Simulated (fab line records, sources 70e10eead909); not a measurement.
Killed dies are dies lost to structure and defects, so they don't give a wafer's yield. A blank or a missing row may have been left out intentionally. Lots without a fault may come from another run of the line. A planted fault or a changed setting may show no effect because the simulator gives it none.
fab line records	flow nand_harc	part 1 of 2: steps 1 to 16 of 27
record lots=5	wafers=15	last_day=33
route steps=1302 shown A_STAIRCASE@699
lots with no fault: from the same line, run without faults
start_h: start of the lot's first displayed wafer, in hours after the record's first day	wait_h: how many hours have passed since the lot's step before this one	" the same as in the row above	L1.1+2: a row that stands for several wafers	- value missing, or start not given	* or withheld: withheld	< > ~ a bound
route shown NAME@n: NAME is a module with steps in the file, n the number in the route of the first one	usual: mean/standard deviation taken from wafers without a fault	same: alike in all rows	chamber/n: place in a boat	sites: each site's reading	_std_site: the standard deviation of these	_edge_site: mean of outer sites minus mean of inner sites	radius_mm: how far each site lies from the wafer's centre	mask NAME#n: copy n	behind: the tool/chamber that last shaped the wafer	hold: reason for holding the lot/hours on hold/outcome of the hold	device: which transistor (n, p or np) failed to switch	end of line: tests run on the same wafers once the route is complete	step lacking rows: just its recipe	killed: dies that structure and defects cost at the first sort, which is not the same as the wafer's yield	map: shows each die of a wafer: x if killed, . if not, _ if none is there
set.NAME: the setting as run; set.NAME@STEP: as run at that earlier step	model.NAME: the simulator's own value behind a step, which no gauge read
lots at selected steps of the route; one table per step, one row per wafer
services: when a tool's chamber went out of use (start_h, in hours from the record's first day, below 0 if earlier), for how many hours, and the reason
## steps
# step NHARC_A_STAIRCASE_HARDBAKE_185
# recipe temp_c=120	time_s=140
# usual exhaust_pa=45.2/0.87
lot.wafer	tool	chamber	start_h	wait_h	exhaust_pa
L079.2	litho_track-07	0	400.75	-	45.1
L079.3	"	0	"	"	44.9
L079.6	"	0	"	"	45.9
L086.3	litho_track-07	0	471.35	-	44.0
L086.4	"	0	"	"	43.8
L086.6	"	0	"	"	44.4
L087.1	litho_track-07	0	497.24	-	46.0
L087.2	"	0	"	"	46.7
L087.6	"	0	"	"	46.0
L094.3	litho_track-07	0	555.20	-	45.5
L094.4	"	0	"	"	45.4
L094.6	"	0	"	"	45.1
L096.1	litho_track-05	0	575.93	-	45.3
L096.4	"	0	"	"	44.6
L096.6	"	0	"	"	45.2
# step NHARC_A_STAIRCASE_DESCUM_186
# recipe time_s=3	o2_flow_sccm=200	ar_flow_sccm=0	bias_power_w=0	chemistry=O2
# usual drypump_motor_current_A=5.6/0.63	oes_product_au=1.000/0.011	rf_vpp_V=57.8/0.88	showerhead_plenum_p_Torr=1.90/0.077	throttle_valve_pct=11.311/0.009
lot.wafer	tool	chamber	start_h	wait_h	drypump_motor_current_A	oes_product_au	rf_hours_counter_h	rf_vpp_V	showerhead_plenum_p_Torr	throttle_valve_pct
L079.3	rie_diel-04	1	400.85	-	4.8	0.995	17	59.3	1.89	11.314
L079.2	"	2	"	"	6.3	1.006	16	57.5	2.03	11.311
L079.6	"	1	"	"	4.8	1.012	-	57.4	1.89	11.313
L086.3	rie_diel-04	0	471.44	-	4.9	0.999	38	58.8	1.99	11.326
L086.4	"	2	"	"	6.3	1.006	33	59.6	2.03	11.292
L086.6	"	0	"	"	4.9	1.001	-	58.6	1.99	11.325
L087.1	rie_diel-13	0	497.33	-	5.9	1.004	55	56.9	1.81	11.313
L087.2	"	1	"	"	5.7	1.020	56	57.9	1.89	11.314
L087.6	"	1	"	"	5.7	1.013	-	57.4	1.89	11.318
L094.3	rie_diel-04	2	555.28	-	6.2	1.001	4	58.7	2.02	11.308
L094.4	"	1	"	"	4.8	1.011	4	58.8	1.87	11.313
L094.6	"	2	"	"	6.3	1.001	-	59.6	2.02	11.300
L096.4	rie_diel-04	0	576.03	-	4.9	1.001	11	58.0	1.98	11.318
L096.1	"	1	"	"	4.8	1.010	9	58.3	1.87	11.313
L096.6	"	0	"	"	4.9	1.002	-	57.1	1.98	11.298
# step NHARC_A_STAIRCASE_TRIM_187
# recipe time_s=211.2	o2_flow_sccm=500	ar_flow_sccm=0	bias_w=0	chemistry=O2
# usual drypump_motor_current_A=5.7/0.62	oes_product_au=0.999/0.012	rf_vpp_V=57.7/0.88	showerhead_plenum_p_Torr=3.51/0.13	throttle_valve_pct=17.035/0.0088
lot.wafer	tool	chamber	start_h	wait_h	drypump_motor_current_A	oes_product_au	rf_hours_counter_h	rf_vpp_V	showerhead_plenum_p_Torr	throttle_valve_pct
L079.3	rie_diel-04	3	400.96	0.1	6.0	0.981	12	59.1	3.48	17.026
L079.2	"	1	"	"	4.8	0.997	17	58.4	3.48	17.038
L079.6	"	2	"	"	6.3	1.004	-	58.9	3.73	17.017
L086.3	rie_diel-04	3	471.59	0.1	5.9	0.980	34	57.2	3.47	17.020
L086.4	"	0	"	"	4.8	0.991	38	56.9	3.66	17.045
L086.6	"	3	"	"	6.0	0.980	-	57.7	3.47	17.042
L087.1	rie_diel-13	1	497.44	0.1	5.7	1.026	56	57.9	3.48	17.034
L087.2	"	2	"	"	5.1	1.018	57	57.1	3.32	17.040
L087.6	"	0	"	"	5.9	1.017	-	58.1	3.35	17.030
L094.3	rie_diel-04	1	555.37	0.1	4.8	1.000	4	57.4	3.46	17.038
L094.4	"	3	"	"	6.0	0.992	4	56.7	3.45	17.036
L094.6	"	1	"	"	4.8	1.010	-	57.5	3.46	17.042
L096.4	rie_diel-04	2	576.11	0.1	6.3	0.996	8	57.9	3.70	17.031
L096.1	"	3	"	"	5.9	0.988	11	57.0	3.45	17.035
L096.6	"	2	"	"	6.3	0.993	-	58.3	3.70	17.025
# step NHARC_A_STAIRCASE_ETCH_188
# recipe target_depth_a=1000	time_s=40.5	ion_energy_ev=400	c4f8_flow_sccm=20	o2_flow_sccm=10	ar_flow_sccm=withheld	rf_w=600	bias_w=1000	chemistry=C4F8/O2
# usual oes_product_au=0.944/0.015	rf_vpp_V=895/4.7
lot.wafer	tool	chamber	start_h	wait_h	oes_product_au	rf_hours_counter_h	rf_vpp_V
L079.3	rie_diel-04	0	-	-	0.933	17	902
L079.2	"	1	"	"	0.938	18	894
L079.6	"	1	"	"	0.943	-	895
L086.4	rie_diel-04	0	-	-	0.929	38	900
L086.3	"	3	"	"	0.920	34	894
L086.6	"	1	"	"	0.946	-	894
L087.1	rie_diel-13	0	-	-	0.955	55	889
L087.2	"	2	"	"	0.981	57	888
L087.6	"	3	"	"	0.940	-	894
L094.3	rie_diel-04	3	-	-	0.932	4	894
L094.4	"	2	"	"	0.933	4	902
L094.6	"	0	"	"	0.925	-	900
L096.1	rie_diel-04	3	-	-	0.929	11	894
L096.4	"	0	"	"	0.942	11	899
L096.6	"	2	"	"	0.950	-	901
# step NHARC_A_STAIRCASE_TRIM_189
# recipe time_s=211.2	o2_flow_sccm=500	ar_flow_sccm=0	bias_w=0	chemistry=O2
# usual drypump_motor_current_A=5.6/0.65	oes_product_au=1.000/0.011	rf_vpp_V=57.6/0.9	showerhead_plenum_p_Torr=3.51/0.13	throttle_valve_pct=17.037/0.0094
lot.wafer	tool	chamber	start_h	wait_h	drypump_motor_current_A	oes_product_au	rf_hours_counter_h	rf_vpp_V	showerhead_plenum_p_Torr	throttle_valve_pct
L079.2	rie_diel-04	1	-	-	4.8	0.997	18	58.3	3.48	17.023
L079.3	"	3	"	"	6.0	0.994	12	58.4	3.48	17.041
L079.6	"	3	"	"	5.9	0.990	-	58.1	3.48	17.022
L086.3	rie_diel-04	1	-	-	4.8	1.007	40	56.7	3.47	17.036
L086.4	"	3	"	"	5.9	0.985	34	57.2	3.47	17.050
L086.6	"	0	"	"	4.9	1.001	-	58.0	3.66	17.052
L087.2	rie_diel-13	3	-	-	6.6	0.986	56	57.9	3.51	17.044
L087.1	"	0	"	"	5.9	1.019	56	56.5	3.35	17.040
L087.6	"	2	"	"	5.1	1.021	-	57.9	3.32	17.034
L094.4	rie_diel-04	0	-	-	4.9	1.005	4	57.4	3.65	17.028
L094.3	"	2	"	"	6.3	0.999	4	58.4	3.71	17.054
L094.6	"	0	"	"	4.9	0.999	-	58.3	3.64	17.049
L096.1	rie_diel-04	3	-	-	5.9	0.997	11	57.9	3.45	17.034
L096.4	"	1	"	"	4.8	1.013	9	56.3	3.46	17.025
L096.6	"	3	"	"	5.9	1.001	-	56.8	3.45	17.031
# step NHARC_A_STAIRCASE_ETCH_190
# recipe target_depth_a=1000	time_s=40.5	ion_energy_ev=400	c4f8_flow_sccm=20	o2_flow_sccm=10	ar_flow_sccm=withheld	rf_w=600	bias_w=1000	chemistry=C4F8/O2
# usual oes_product_au=0.942/0.014	rf_vpp_V=895/4.6
lot.wafer	tool	chamber	start_h	wait_h	oes_product_au	rf_hours_counter_h	rf_vpp_V
L079.2	rie_diel-04	1	-	-	0.936	18	894
L079.3	"	0	"	"	0.931	17	902
L079.6	"	3	"	"	0.916	-	895
L086.4	rie_diel-04	1	-	-	0.934	41	893
L086.3	"	2	"	"	0.958	34	903
L086.6	"	0	"	"	0.945	-	900
L087.1	rie_diel-13	0	-	-	0.971	56	890
L087.2	"	2	"	"	0.956	57	889
L087.6	"	1	"	"	0.960	-	894
L094.3	rie_diel-04	1	-	-	0.940	4	895
L094.4	"	2	"	"	0.923	4	902
L094.6	"	0	"	"	0.932	-	899
L096.1	rie_diel-04	3	-	-	0.944	11	893
L096.4	"	1	"	"	0.964	9	895
L096.6	"	3	"	"	0.940	-	894
# step NHARC_A_STAIRCASE_TRIM_191
# recipe time_s=211.2	o2_flow_sccm=500	ar_flow_sccm=0	bias_w=0	chemistry=O2
# usual drypump_motor_current_A=5.6/0.62	oes_product_au=1.001/0.012	rf_vpp_V=57.7/0.81	showerhead_plenum_p_Torr=3.51/0.13	throttle_valve_pct=17.036/0.0091
lot.wafer	tool	chamber	start_h	wait_h	drypump_motor_current_A	oes_product_au	rf_hours_counter_h	rf_vpp_V	showerhead_plenum_p_Torr	throttle_valve_pct
L079.3	rie_diel-04	1	-	-	4.8	1.004	19	58.5	3.48	17.004
L079.2	"	3	"	"	6.0	0.982	13	58.7	3.48	17.033
L079.6	"	1	"	"	4.8	1.002	-	57.8	3.48	17.049
L086.4	rie_diel-04	2	-	-	6.3	1.007	34	60.3	3.72	17.030
L086.3	"	3	"	"	5.9	0.982	34	56.5	3.47	17.052
L086.6	"	1	"	"	4.8	1.006	-	56.2	3.47	17.037
L087.1	rie_diel-13	1	-	-	5.7	1.017	56	58.6	3.48	17.017
L087.2	"	3	"	"	6.6	0.987	56	59.3	3.51	17.041
L087.6	"	1	"	"	5.7	1.020	-	56.9	3.48	17.025
L094.4	rie_diel-04	1	-	-	4.8	0.996	4	57.8	3.46	17.030
L094.3	"	2	"	"	6.3	0.996	4	57.7	3.71	17.039
L094.6	"	1	"	"	4.8	1.000	-	57.3	3.46	17.044
L096.4	rie_diel-04	0	-	-	4.9	1.002	11	57.5	3.64	17.030
L096.1	"	1	"	"	4.8	1.015	9	56.9	3.46	17.033
L096.6	"	0	"	"	4.9	1.001	-	57.6	3.64	17.048
# step NHARC_A_STAIRCASE_ETCH_192
# recipe target_depth_a=1000	time_s=40.5	ion_energy_ev=400	c4f8_flow_sccm=20	o2_flow_sccm=10	ar_flow_sccm=withheld	rf_w=600	bias_w=1000	chemistry=C4F8/O2
# usual oes_product_au=0.945/0.012	rf_vpp_V=895/4.8
lot.wafer	tool	chamber	start_h	wait_h	oes_product_au	rf_hours_counter_h	rf_vpp_V
L079.3	rie_diel-04	0	-	-	0.942	18	902
L079.2	"	1	"	"	0.952	19	896
L079.6	"	0	"	"	0.947	-	901
L086.4	rie_diel-04	3	-	-	0.927	34	894
L086.3	"	1	"	"	0.936	41	894
L086.6	"	3	"	"	0.924	-	895
L087.2	rie_diel-13	1	-	-	0.966	57	893
L087.1	"	0	"	"	0.970	56	890
L087.6	"	2	"	"	0.962	-	889
L094.4	rie_diel-04	1	-	-	0.944	4	893
L094.3	"	2	"	"	0.950	4	901
L094.6	"	3	"	"	0.954	-	895
L096.4	rie_diel-04	2	-	-	0.950	9	902
L096.1	"	3	"	"	0.947	11	891
L096.6	"	1	"	"	0.946	-	893
# step NHARC_A_STAIRCASE_TRIM_193
# recipe time_s=211.2	o2_flow_sccm=500	ar_flow_sccm=0	bias_w=0	chemistry=O2
# usual drypump_motor_current_A=5.7/0.62	oes_product_au=1.000/0.012	rf_vpp_V=57.7/0.89	showerhead_plenum_p_Torr=3.51/0.13	throttle_valve_pct=17.036/0.0087
lot.wafer	tool	chamber	start_h	wait_h	drypump_motor_current_A	oes_product_au	rf_hours_counter_h	rf_vpp_V	showerhead_plenum_p_Torr	throttle_valve_pct
L079.2	rie_diel-04	1	-	-	4.8	1.000	19	56.5	3.48	17.022
L079.3	"	3	"	"	6.0	0.984	13	57.4	3.48	17.031
L079.6	"	1	"	"	4.8	1.001	-	57.9	3.48	17.033
L086.3	rie_diel-04	3	-	-	5.9	0.993	34	58.2	3.47	17.023
L086.4	"	1	"	"	4.8	0.989	41	58.5	3.47	17.037
L086.6	"	2	"	"	6.3	1.013	-	58.0	3.72	17.042
L087.2	rie_diel-13	2	-	-	5.1	1.018	57	57.7	3.32	17.040
L087.1	"	3	"	"	6.6	0.997	56	59.0	3.51	17.031
L087.6	"	1	"	"	5.7	1.017	-	57.9	3.48	17.037
L094.4	rie_diel-04	3	-	-	5.9	0.993	4	56.7	3.45	17.045
L094.3	"	0	"	"	4.9	0.992	4	58.6	3.64	17.026
L094.6	"	3	"	"	6.0	0.992	-	58.9	3.45	17.019
L096.4	rie_diel-04	3	-	-	5.9	0.989	11	57.7	3.45	17.038
L096.1	"	2	"	"	6.3	0.996	9	57.1	3.70	17.044
L096.6	"	3	"	"	5.9	0.997	-	56.2	3.45	17.043
# step NHARC_A_STAIRCASE_ETCH_194
# recipe target_depth_a=1000	time_s=40.5	ion_energy_ev=400	c4f8_flow_sccm=20	o2_flow_sccm=10	ar_flow_sccm=withheld	rf_w=600	bias_w=1000	chemistry=C4F8/O2
# usual oes_product_au=0.944/0.013	rf_vpp_V=895/4.7
lot.wafer	tool	chamber	start_h	wait_h	oes_product_au	rf_hours_counter_h	rf_vpp_V
L079.3	rie_diel-04	1	-	-	0.938	19	892
L079.2	"	3	"	"	0.923	13	893
L079.6	"	3	"	"	0.934	-	893
L086.3	rie_diel-04	0	-	-	0.959	39	902
L086.4	"	1	"	"	0.949	41	895
L086.6	"	3	"	"	0.937	-	895
L087.2	rie_diel-13	1	-	-	0.971	57	896
L087.1	"	0	"	"	0.969	56	889
L087.6	"	1	"	"	0.978	-	895
L094.3	rie_diel-04	0	-	-	0.936	4	900
L094.4	"	1	"	"	0.945	4	894
L094.6	"	0	"	"	0.933	-	899
L096.4	rie_diel-04	2	-	-	0.957	9	903
L096.1	"	0	"	"	0.939	12	900
L096.6	"	1	"	"	0.964	-	894
# step NHARC_A_STAIRCASE_TRIM_196
# recipe time_s=211.2	o2_flow_sccm=500	ar_flow_sccm=0	bias_w=0	chemistry=O2
# usual drypump_motor_current_A=5.7/0.61	oes_product_au=0.998/0.014	rf_vpp_V=57.6/0.82	showerhead_plenum_p_Torr=3.49/0.13	throttle_valve_pct=17.036/0.0096
lot.wafer	tool	chamber	start_h	wait_h	drypump_motor_current_A	oes_product_au	rf_hours_counter_h	rf_vpp_V	showerhead_plenum_p_Torr	throttle_valve_pct
L079.3	rie_diel-04	0	403.23	0.1	4.9	0.985	18	57.0	3.67	17.034
L079.2	"	1	"	"	4.8	1.002	19	57.8	3.48	17.030
L079.6	"	1	"	"	4.8	0.999	-	58.5	3.48	17.023
L086.4	rie_diel-04	0	472.70	0.1	4.9	0.997	39	58.8	3.66	17.040
L086.3	"	2	"	"	6.3	1.012	34	58.0	3.72	17.043
L086.6	"	0	"	"	4.9	1.002	-	59.0	3.66	17.052
L087.1	rie_diel-10	2	498.48	0.1	6.3	0.986	17	57.8	3.80	17.034
L087.2	"	3	"	"	5.2	0.993	18	59.2	3.41	17.043
L087.6	"	1	"	"	5.1	0.996	-	56.6	3.48	17.053
L094.3	rie_diel-13	0	556.39	0.1	5.9	1.019	9	57.2	3.34	17.031
L094.4	"	2	"	"	5.1	1.013	8	57.8	3.31	17.042
L094.6	"	1	"	"	5.7	1.007	-	56.5	3.47	17.040
L096.4	rie_diel-13	2	577.15	0.1	5.1	1.011	15	57.8	3.31	17.043
L096.1	"	0	"	"	5.9	1.005	16	58.7	3.33	17.041
L096.6	"	2	"	"	5.1	1.016	-	58.5	3.31	17.043
# step NHARC_A_STAIRCASE_ETCH_197
# recipe target_depth_a=1000	time_s=40.5	ion_energy_ev=400	c4f8_flow_sccm=20	o2_flow_sccm=10	ar_flow_sccm=withheld	rf_w=600	bias_w=1000	chemistry=C4F8/O2
# usual oes_product_au=0.951/0.02	rf_vpp_V=895/4.7
lot.wafer	tool	chamber	start_h	wait_h	oes_product_au	rf_hours_counter_h	rf_vpp_V
L079.3	rie_diel-04	3	-	-	0.926	13	893
L079.2	"	1	"	"	0.949	19	894
L079.6	"	0	"	"	0.934	-	900
L086.3	rie_diel-04	0	-	-	0.937	39	901
L086.4	"	1	"	"	0.951	41	896
L086.6	"	0	"	"	0.935	-	900
L087.1	rie_diel-10	2	-	-	0.962	17	906
L087.2	"	3	"	"	0.975	18	891
L087.6	"	1	"	"	0.976	-	895
L094.3	rie_diel-13	2	-	-	0.930	8	887
L094.4	"	3	"	"	0.922	7	895
L094.6	"	1	"	"	0.928	-	893
L096.4	rie_diel-13	0	-	-	0.972	16	888
L096.1	"	2	"	"	0.973	15	887
L096.6	"	0	"	"	0.978	-	889
# step NHARC_A_STAIRCASE_TRIM_198
# recipe time_s=211.2	o2_flow_sccm=500	ar_flow_sccm=0	bias_w=0	chemistry=O2
# usual drypump_motor_current_A=5.7/0.6	oes_product_au=1.000/0.013	rf_vpp_V=57.6/0.9	showerhead_plenum_p_Torr=3.49/0.13	throttle_valve_pct=17.036/0.0086
lot.wafer	tool	chamber	start_h	wait_h	drypump_motor_current_A	oes_product_au	rf_hours_counter_h	rf_vpp_V	showerhead_plenum_p_Torr	throttle_valve_pct
L079.3	rie_diel-04	0	-	-	4.8	0.981	18	58.7	3.67	17.034
L079.2	"	1	"	"	4.8	1.005	19	57.5	3.48	17.045
L079.6	"	1	"	"	4.8	1.007	-	56.1	3.48	17.029
L086.3	rie_diel-04	1	-	-	4.8	1.006	41	57.8	3.47	17.025
L086.4	"	2	"	"	6.3	1.004	34	59.1	3.72	17.031
L086.6	"	2	"	"	6.3	1.013	-	57.4	3.72	17.037
L087.1	rie_diel-10	0	-	-	6.3	0.965	18	58.5	3.51	17.025
L087.2	"	1	"	"	5.1	0.998	18	57.2	3.48	17.042
L087.6	"	0	"	"	6.3	0.970	-	57.1	3.51	17.037
L094.3	rie_diel-13	1	-	-	5.7	1.005	10	56.7	3.47	17.043
L094.4	"	2	"	"	5.1	1.019	8	58.2	3.31	17.036
L094.6	"	1	"	"	5.8	1.005	-	57.4	3.47	17.031
L096.4	rie_diel-13	2	-	-	5.1	1.011	16	57.5	3.31	17.037
L096.1	"	0	"	"	5.9	1.000	16	56.8	3.34	17.041
L096.6	"	3	"	"	6.6	0.998	-	57.5	3.49	17.055
# step NHARC_A_STAIRCASE_ETCH_199
# recipe target_depth_a=1000	time_s=40.5	ion_energy_ev=400	c4f8_flow_sccm=20	o2_flow_sccm=10	ar_flow_sccm=withheld	rf_w=600	bias_w=1000	chemistry=C4F8/O2
# usual oes_product_au=0.947/0.015	rf_vpp_V=894/4.8
lot.wafer	tool	chamber	start_h	wait_h	oes_product_au	rf_hours_counter_h	rf_vpp_V
L079.3	rie_diel-04	3	-	-	0.935	14	896
L079.2	"	1	"	"	0.956	19	895
L079.6	"	1	"	"	0.946	-	894
L086.3	rie_diel-04	1	-	-	0.931	41	893
L086.4	"	2	"	"	0.948	34	903
L086.6	"	1	"	"	0.946	-	894
L087.1	rie_diel-10	2	-	-	0.953	17	906
L087.2	"	1	"	"	0.954	18	894
L087.6	"	3	"	"	0.957	-	891
L094.4	rie_diel-13	0	-	-	0.939	10	888
L094.3	"	1	"	"	0.937	10	895
L094.6	"	2	"	"	0.950	-	889
L096.4	rie_diel-13	1	-	-	0.971	17	893
L096.1	"	2	"	"	0.957	16	889
L096.6	"	3	"	"	0.949	-	895
# step NHARC_A_STAIRCASE_TRIM_200
# recipe time_s=211.2	o2_flow_sccm=500	ar_flow_sccm=0	bias_w=0	chemistry=O2
# usual drypump_motor_current_A=5.7/0.6	oes_product_au=1.000/0.014	rf_vpp_V=57.7/0.83	showerhead_plenum_p_Torr=3.49/0.13	throttle_valve_pct=17.036/0.009
lot.wafer	tool	chamber	start_h	wait_h	drypump_motor_current_A	oes_product_au	rf_hours_counter_h	rf_vpp_V	showerhead_plenum_p_Torr	throttle_valve_pct
L079.2	rie_diel-04	0	-	-	4.9	1.001	19	57.3	3.67	17.047
L079.3	"	1	"	"	4.8	0.999	19	58.6	3.48	17.034
L079.6	"	0	"	"	4.9	0.990	-	58.2	3.67	17.040
L086.4	rie_diel-04	1	-	-	4.8	0.991	41	57.7	3.47	17.017
L086.3	"	2	"	"	6.3	0.995	34	58.8	3.72	17.018
L086.6	"	0	"	"	4.9	0.997	-	58.5	3.66	17.040
L087.1	rie_diel-10	2	-	-	6.3	0.990	17	58.2	3.80	17.039
L087.2	"	3	"	"	5.3	0.983	18	56.9	3.41	17.021
L087.6	"	2	"	"	6.3	0.990	-	58.4	3.80	17.039
L094.3	rie_diel-13	1	-	-	5.8	1.012	10	57.0	3.47	17.044
L094.4	"	2	"	"	5.1	1.027	8	57.3	3.31	17.018
L094.6	"	3	"	"	6.6	0.996	-	56.0	3.50	17.029
L096.4	rie_diel-13	0	-	-	5.9	1.011	16	57.1	3.34	17.034
L096.1	"	2	"	"	5.1	1.029	16	58.0	3.31	17.051
L096.6	"	1	"	"	5.8	1.007	-	57.4	3.47	17.030
# step NHARC_A_STAIRCASE_ETCH_201
# recipe target_depth_a=1000	time_s=40.5	ion_energy_ev=400	c4f8_flow_sccm=20	o2_flow_sccm=10	ar_flow_sccm=withheld	rf_w=600	bias_w=1000	chemistry=C4F8/O2
# usual oes_product_au=0.945/0.014	rf_vpp_V=895/4.7
lot.wafer	tool	chamber	start_h	wait_h	oes_product_au	rf_hours_counter_h	rf_vpp_V
L079.3	rie_diel-04	1	-	-	0.951	19	893
L079.2	"	0	"	"	0.934	19	903
L079.6	"	1	"	"	0.947	-	895
L086.4	rie_diel-04	1	-	-	0.953	41	894
L086.3	"	3	"	"	0.929	35	894
L086.6	"	2	"	"	0.948	-	904
L087.2	rie_diel-10	3	-	-	0.955	18	889
L087.1	"	1	"	"	0.954	18	894
L087.6	"	2	"	"	0.946	-	903
L094.3	rie_diel-13	1	-	-	0.947	10	894
L094.4	"	0	"	"	0.947	10	890
L094.6	"	1	"	"	0.943	-	894
L096.4	rie_diel-13	0	-	-	0.943	16	889
L096.1	"	1	"	"	0.952	18	895
L096.6	"	1	"	"	0.951	-	894
